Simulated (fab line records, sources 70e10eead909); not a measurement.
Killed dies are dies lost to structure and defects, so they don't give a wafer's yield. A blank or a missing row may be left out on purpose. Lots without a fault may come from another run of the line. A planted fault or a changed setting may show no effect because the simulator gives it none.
Chamber matching | flow nand_harc | NHARC_P_M1_PRE_CLEAN_32 on pecvd-01: 3 sister chambers
The step time 12 s. 3 wafers are shown with their chamber, then 8 later ones without.

WAFERS WITH THEIR CHAMBER
wafer  | chamber | heater_power_w (W)
L746.4 | 1       | 675
L746.6 | 0       | 691
L750.2 | 2       | 699

WAFERS WITHOUT THEIR CHAMBER
wafer  | heater_power_w (W)
L750.3 | 586
L750.4 | 721
L751.1 | 774
L751.3 | 722
L751.4 | 772
L756.2 | 673
L756.3 | 659
L756.6 | 653

WHICH CHAMBER EACH WENT THROUGH
wafer  | from the rows above          | in truth
L750.3 | can't be placed: 1 or 0 or 2 | 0
L750.4 | can't be placed: 2 or 0 or 1 | 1
L751.1 | can't be placed: 2 or 0 or 1 | 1
L751.3 | can't be placed: 2 or 0 or 1 | 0
L751.4 | can't be placed: 2 or 0 or 1 | 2
L756.2 | can't be placed: 1 or 0 or 2 | 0
L756.3 | can't be placed: 1 or 0 or 2 | 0
L756.6 | can't be placed: 1 or 0 or 2 | 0
Placed correctly: 0 of 8. Can't be placed from these rows: 8 (the true chamber is among the candidates in 8). Placed wrongly: 0.
How it was worked out, from the rows above alone: a wafer's distance from a chamber is the root of the sum, over the readings, of the square of ((its reading less the chamber's mean) divided by the reading's scatter). The wafer belongs to the nearest chamber; if the next one is less than 2 further off, it can't be placed. A chamber's mean is the mean of its shown wafers. The scatter: with one shown wafer a chamber, the root of the mean of the squares of how far each hidden wafer lies from its nearest shown one.
